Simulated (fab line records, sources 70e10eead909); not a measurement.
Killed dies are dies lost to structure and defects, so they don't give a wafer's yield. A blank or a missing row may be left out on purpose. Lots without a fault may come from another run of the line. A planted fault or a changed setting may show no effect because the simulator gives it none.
fab line records | flow nand_harc
record lots=5 wafers=15 last_day=33
route steps=1302 shown P_ZERO_WELL@14
lots that met no fault: from a run of the same line without faults
start_h: hours from the record's first day to the start of the lot's first wafer shown | wait_h: hours since the lot's step before | " the same as in the row above | L1.1+2: a row that stands for several wafers | - no value, or no start given | * or withheld: withheld | < > ~ a bound
route shown NAME@n: a module of which the file shows steps, and the number in the route of the first | usual: mean/standard deviation of fault-free wafers | same: alike in all rows | chamber/n: place in a boat | sites: the reading at each site | _std_site: their standard deviation | _edge_site: outer sites' mean less inner sites' | radius_mm: how far each site lies from the wafer's centre | mask NAME#n: copy n | behind: the tool/chamber that last shaped the wafer | hold: why the lot was held/for how many hours/how that ended | device: the transistor (n, p or np) that didn't switch | end of line: the same wafers' tests at the end of the route | a step without rows: its recipe alone | killed: dies lost to structure and defects at the first sort, not the wafer's yield | map: a wafer's dies, x killed, . not, _ none there
set.NAME: the setting as run; set.NAME@STEP: as run at that earlier step | model.NAME: the simulator's own value behind a step, which no gauge read
lots at some steps of the route; a table a step, a row a wafer
services: from which hour (start_h, from the record's first day; less than 0 if before it) a tool's chamber was out of use, for how many hours, and why
## steps
# step NHARC_P_ZERO_WELL_CD_MEAS_11
# recipe target_cd_nm=500 landing_energy_ev=500
# usual cd_nm=500.5/2.2
# columns lot.wafer tool chamber start_h wait_h cd_nm
L120.2 cd_sem-01 0 21.24 - 501.9
L120.3 " 0 " " 499.7
L120.5 " 0 " " 500.6
L121.3 cd_sem-01 0 31.24 - 497.9
L121.4 " 0 " " 498.6
L121.6 " 0 " " 500.3
L130.1 cd_sem-01 0 121.23 - 503.1
L130.2 " 0 " " 502.8
L130.6 " 0 " " 499.1
L134.2 cd_sem-02 0 161.11 - 500.9
L134.5 " 0 " " 500.6
L134.6 " 0 " " 502.8
L141.2 cd_sem-01 0 231.15 - 500.5
L141.3 " 0 " " 502.2
L141.6 " 0 " " 503.8
# step NHARC_P_ZERO_WELL_HARDBAKE_12
# recipe temp_c=118 time_s=65
# step NHARC_P_ZERO_WELL_DESCUM_13
# recipe time_s=3 o2_flow_sccm=200 ar_flow_sccm=0 bias_power_w=0 chemistry=O2
# usual drypump_motor_current_A=5.9/0.44 oes_product_au=0.996/0.011 rf_vpp_V=57.7/0.92 showerhead_plenum_p_Torr=1.88/0.093 throttle_valve_pct=11.312/0.0083
# same bias_power_w=0
# columns lot.wafer tool chamber start_h wait_h drypump_motor_current_A oes_product_au rf_hours_counter_h rf_vpp_V showerhead_plenum_p_Torr throttle_valve_pct
L120.3 rie_diel-06 0 21.40 - 5.8 0.988 14 57.5 2.01 11.320
L120.2 " 2 " " 5.2 0.997 13 57.2 1.80 11.297
L120.5 " 3 " " 6.0 0.985 - 57.0 2.00 11.319
L121.4 rie_diel-04 3 31.43 - 6.2 1.014 8 58.9 1.81 11.317
L121.3 " 2 " " 5.9 1.000 7 58.2 1.80 11.305
L121.6 " 0 " " 5.7 0.993 - 56.9 1.91 11.312
L130.1 rie_diel-04 3 121.39 - 6.3 1.002 41 57.3 1.80 11.322
L130.2 " 2 " " 5.9 1.000 33 57.4 1.79 11.311
L130.6 " 3 " " 6.2 0.995 - 57.5 1.80 11.307
L134.2 rie_diel-04 2 161.29 - 5.9 1.005 45 55.9 1.79 11.298
L134.5 " 3 " " 6.2 1.008 - 57.1 1.79 11.310
L134.6 " 0 " " 5.7 1.001 - 57.0 1.89 11.316
L141.2 rie_diel-01 2 231.31 - 5.7 1.006 5 57.9 1.85 11.297
L141.3 " 0 " " 5.0 0.992 5 56.6 1.91 11.308
L141.6 " 2 " " 5.7 0.999 - 58.0 1.85 11.328
# step NHARC_P_ZERO_WELL_ETCH_65
# recipe target_depth_a=800 overetch_a=240 time_s=87.88 ion_energy_ev=200 n2_flow_sccm=150 h2_flow_sccm=150 ar_flow_sccm=0 rf_w=400 bias_w=150 chemistry=N2/H2
# usual drypump_motor_current_A=5.8/0.44 n2_flow_sccm=150.0/0.44 oes_product_au=0.994/0.01 rf_vpp_V=429.6/2.9 showerhead_plenum_p_Torr=2.00/0.096 throttle_valve_pct=14.170/0.0091
# columns lot.wafer tool chamber start_h wait_h drypump_motor_current_A n2_flow_sccm oes_product_au rf_hours_counter_h rf_vpp_V showerhead_plenum_p_Torr throttle_valve_pct
L120.3 rie_diel-06 0 21.49 0.1 5.8 150.1 0.990 14 434.1 2.15 14.156
L120.2 " 1 " " 6.7 150.4 0.967 18 426.6 1.89 14.166
L120.5 " 2 " " 5.2 150.3 0.998 - 428.0 1.92 14.175
L121.3 rie_diel-04 1 31.54 0.1 5.7 149.9 0.990 5 427.0 1.95 14.169
L121.4 " 3 " " 6.3 149.4 1.002 8 427.6 1.92 14.176
L121.6 " 1 " " 5.7 150.8 0.996 - 427.9 1.95 14.171
L130.1 rie_diel-04 2 121.47 0.1 5.9 149.5 1.007 33 427.0 1.91 14.169
L130.2 " 3 " " 6.2 150.1 0.996 41 425.9 1.91 14.187
L130.6 " 2 " " 5.9 150.7 0.990 - 426.7 1.91 14.176
L134.2 rie_diel-04 3 161.37 0.1 6.2 150.3 1.005 52 427.7 1.91 14.164
L134.5 " 0 " " 5.7 150.6 1.000 - 430.7 2.02 14.176
L134.6 " 1 " " 5.7 150.1 0.990 - 426.9 1.94 14.174
L141.3 rie_diel-01 0 231.52 0.2 5.1 150.0 0.986 5 430.6 2.03 14.175
L141.2 " 2 " " 5.7 150.0 0.995 5 427.6 1.98 14.171
L141.6 " 0 " " 5.0 150.3 0.986 - 429.9 2.03 14.173
# step NHARC_P_ZERO_WELL_ETCH_62
# recipe target_depth_a=130 time_s=6.5 chf3_flow_sccm=50 ar_flow_sccm=200 rf_w=500 bias_w=200 chemistry=CHF3/Ar
# usual drypump_motor_current_A=5.9/0.46 oes_product_au=0.956/0.014 rf_vpp_V=369.7/2.6 showerhead_plenum_p_Torr=2.30/0.11 throttle_valve_pct=20.216/0.0094
# columns lot.wafer tool chamber start_h wait_h drypump_motor_current_A oes_product_au rf_hours_counter_h rf_vpp_V showerhead_plenum_p_Torr throttle_valve_pct
L120.2 rie_diel-06 3 - - 6.0 0.954 17 373.1 2.45 20.220
L120.3 " 1 " " 6.8 0.941 18 367.3 2.18 20.212
L120.5 " 0 " " 5.8 0.946 - 374.2 2.46 20.209
L121.3 rie_diel-04 0 - - 5.7 0.932 8 369.9 2.33 20.220
L121.4 " 1 " " 5.7 0.957 5 368.8 2.25 20.221
L121.6 " 3 " " 6.3 0.950 - 367.3 2.22 20.213
L130.1 rie_diel-04 0 - - 5.7 0.959 41 370.9 2.32 20.222
L130.2 " 1 " " 5.7 0.978 34 369.3 2.24 20.212
L130.6 " 3 " " 6.2 0.955 - 367.9 2.21 20.214
L134.2 rie_diel-04 2 - - 5.9 0.964 45 367.0 2.20 20.199
L134.6 " 1 " " 5.7 0.945 - 368.1 2.23 20.224
L134.5 " 2 " " 6.0 0.960 - 368.2 2.20 20.222
L141.2 rie_diel-01 1 - - 6.4 0.946 5 373.0 2.43 20.224
L141.3 " 3 " " 5.2 0.957 5 367.4 2.24 20.206
L141.6 " 1 " " 6.4 0.945 - 372.9 2.43 20.212
# step NHARC_P_ZERO_WELL_ETCH_63
# recipe target_depth_a=1200 time_s=40.1 hbr_flow_sccm=150 cl2_flow_sccm=50 rf_w=400 icp_w=400 bias_w=100 chemistry=HBr/Cl2
# usual drypump_motor_current_A=5.6/0.51 mfc_cl2_sccm=50.00/0.15 oes_product_au=0.998/0.014 throttle_valve_pct=26.408/0.0091
# columns lot.wafer tool chamber start_h wait_h drypump_motor_current_A mfc_cl2_sccm oes_product_au rf_hours_counter_h throttle_valve_pct
L120.2 rie_si-06 1 21.67 - 6.2 50.00 0.998 0.74 26.421
L120.3 " 2 " " 5.3 50.12 1.018 0.76 26.429
L120.5 " 0 " " 6.0 50.05 1.001 - 26.418
L121.4 rie_si-02 2 31.74 - 5.6 50.23 0.997 0.50 26.402
L121.3 " 0 " " 6.4 49.71 0.987 0.63 26.411
L121.6 " 3 " " 4.8 49.80 1.007 - 26.405
L130.2 rie_si-02 1 121.66 - 6.8 49.89 0.981 0.05 26.415
L130.1 " 2 " " 5.6 49.92 0.992 0.05 26.398
L130.6 " 1 " " 6.8 49.94 0.978 - 26.418
L134.2 rie_si-06 0 161.52 - 6.0 50.05 1.005 0.49 26.410
L134.5 " 0 " " 6.0 50.12 1.013 - 26.400
L134.6 " 1 " " 6.2 49.91 0.970 - 26.405
L141.3 rie_si-06 0 231.68 - 6.0 50.13 1.004 0.92 26.406
L141.2 " 2 " " 5.3 50.17 0.987 0.87 26.402
L141.6 " 0 " " 6.0 50.24 0.998 - 26.394
# step NHARC_P_ZERO_WELL_STRIP_15
# recipe time_s=900 temp_c=130 chemistry=SPM
# step NHARC_P_ZERO_WELL_DEHYDRATE_16
# recipe temp_c=150 time_s=120
# step NHARC_P_ZERO_WELL_HMDS_17
# recipe time_s=30
# step NHARC_P_ZERO_WELL_COAT_18
# recipe spin_rpm=withheld
# step NHARC_P_ZERO_WELL_SOFTBAKE_19
# recipe temp_c=122 time_s=95
# step NHARC_P_ZERO_WELL_EBR_20
# step NHARC_P_ZERO_WELL_EXPOSE_21
# recipe na=0.6 target_cd_nm=720 dose_mj=22.31 mask_id=P_NWELL
# columns lot.wafer tool chamber start_h wait_h mask
L120.2+3+5 krf_scanner-02 0 22.43 - P_NWELL#0
L121.3+4+6 krf_scanner-03 0 32.53 - P_NWELL#0
L130.1+2+6 krf_scanner-03 0 122.42 - P_NWELL_R1#0
L134.2+5+6 krf_scanner-02 0 162.17 - P_NWELL#0
L141.2+3+6 krf_scanner-01 0 232.49 - P_NWELL#0
# step NHARC_P_ZERO_WELL_PEB_22
# recipe peb_temp_c=118 peb_time_s=85
# step NHARC_P_ZERO_WELL_DEVELOP_23
# recipe time_s=70
# step NHARC_P_ZERO_WELL_CD_MEAS_24
# recipe target_cd_nm=720 landing_energy_ev=500
# usual cd_nm=720.2/2.5
# columns lot.wafer tool chamber start_h wait_h cd_nm
L120.2 cd_sem-01 0 22.58 - 725.5
L120.3 " 0 " " 723.1
L120.5 " 0 " " 719.4
L121.3 cd_sem-02 0 32.68 - 720.8
L121.4 " 0 " " 719.7
L121.6 " 0 " " 721.8
L130.1 cd_sem-03 0 122.58 - 705.2
L130.2 " 0 " " 707.1
L130.6 " 0 " " 703.2
L134.2 cd_sem-01 0 162.33 - 719.2
L134.5 " 0 " " 721.0
L134.6 " 0 " " 717.3
L141.2 cd_sem-01 0 232.64 - 722.5
L141.3 " 0 " " 721.1
L141.6 " 0 " " 719.7
# step NHARC_P_ZERO_WELL_HARDBAKE_25
# recipe temp_c=125 time_s=80
# step NHARC_P_ZERO_WELL_DESCUM_26
# recipe time_s=3 o2_flow_sccm=200 ar_flow_sccm=0 bias_power_w=0 chemistry=O2
# usual drypump_motor_current_A=5.8/0.48 oes_product_au=0.995/0.013 rf_vpp_V=57.7/0.81 showerhead_plenum_p_Torr=1.89/0.087 throttle_valve_pct=11.310/0.0097
# same bias_power_w=0
# columns lot.wafer tool chamber start_h wait_h drypump_motor_current_A oes_product_au rf_hours_counter_h rf_vpp_V showerhead_plenum_p_Torr throttle_valve_pct model.P_ZERO_WELL.cd_nm
L120.3 rie_diel-04 2 22.75 - 5.9 0.992 3 56.7 1.80 11.301 724.2
L120.2 " 3 " " 6.2 0.998 2 57.1 1.81 11.303 725
L120.5 " 3 " " 6.2 1.016 - 57.6 1.81 11.334 719.6
L121.4 rie_diel-06 2 32.86 - 5.3 0.998 19 56.2 1.80 11.307 718.5
L121.3 " 3 " " 6.0 0.990 22 57.7 2.00 11.298 720.6
L121.6 " 1 " " 6.7 0.972 - 56.5 1.78 11.295 721.6
L130.2 rie_diel-04 1 122.75 - 5.7 1.002 34 57.0 1.82 11.319 707
L130.1 " 2 " " 5.9 1.004 33 56.8 1.79 11.333 706.6
L130.6 " 1 " " 5.7 0.993 - 56.9 1.82 11.312 703.6
L134.2 rie_diel-01 3 162.49 - 5.2 1.006 39 59.7 1.83 11.304 718.7
L134.5 " 3 " " 5.2 1.009 - 57.5 1.83 11.314 720.7
L134.6 " 0 " " 5.0 1.006 - 58.3 1.92 11.308 717.7
L141.2 rie_diel-04 2 232.79 - 5.9 1.002 16 58.3 1.78 11.318 722.9
L141.3 " 1 " " 5.7 0.981 14 58.0 1.81 11.299 721.4
L141.6 " 2 " " 5.9 0.988 - 56.7 1.78 11.299 720.3
# step NHARC_P_ZERO_WELL_IMPLANT_27
# recipe energy_kev=600 dose_cm2=1e+13 tilt_deg=7
## services
# columns tool chamber start_h hours kind
rie_diel-04 0 -0.73 7.3 repair
rie_diel-04 - 0.90 9.0 pm
krf_scanner-03 - 7.50 2.1 repair
rie_diel-04 1 19.55 3.7 repair
rie_diel-01 - 27.16 9.0 pm
krf_scanner-03 - 52.00 4.0 pm
rie_si-02 0 54.37 4.3 repair
krf_scanner-02 - 66.33 0.8 repair
rie_si-06 - 72.00 9.0 pm
krf_scanner-03 - 78.10 0.7 repair
rie_si-06 2 89.58 1.4 repair
rie_diel-04 2 94.87 7.6 repair
rie_diel-04 1 97.44 10.4 repair
rie_si-06 1 125.75 3.6 repair
rie_diel-06 - 130.32 9.0 pm
rie_diel-01 - 140.07 5.8 repair
rie_diel-04 3 167.28 10.8 repair
rie_diel-04 - 179.61 9.0 pm
rie_diel-06 0 187.06 7.9 repair
rie_diel-01 1 194.37 6.1 repair
rie_diel-04 - 196.15 0.7 repair
rie_diel-01 - 204.16 9.0 pm
rie_diel-06 3 225.73 1.5 repair
rie_si-06 1 226.82 9.7 repair
## key
first_sign step=NHARC_P_ZERO_WELL_EXPOSE_21 reading=mask direction=changed
effect step=NHARC_P_ZERO_WELL_CD_MEAS_24 reading=cd_nm direction=down sigmas=6.1 usual=720.2 struck=705.2
model_effect step=NHARC_P_ZERO_WELL_DESCUM_26 value=P_ZERO_WELL.cd_nm without=718.2 struck=705.7
met_at NHARC_P_ZERO_WELL_EXPOSE_21
struck_wafers L130.1,L130.2,L130.6
tester_left_out L130
onset_between 32.53 122.42
fault kind=wrong_mask tool=any chamber=- onset_h=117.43 steps=NHARC_P_ZERO_WELL_EXPOSE_21 aux_copy=P_NWELL_R1#0 cd_offset_nm=-12.454 scope=struck_lots_only
# tester_left_out: of these lots the tester's yield and bins aren't shown, on N5 and GAA mostly nor the transistor test; their killed dies are dies lost to structure and defects alone, not to doping, threshold or leakage, so they don't give the yield
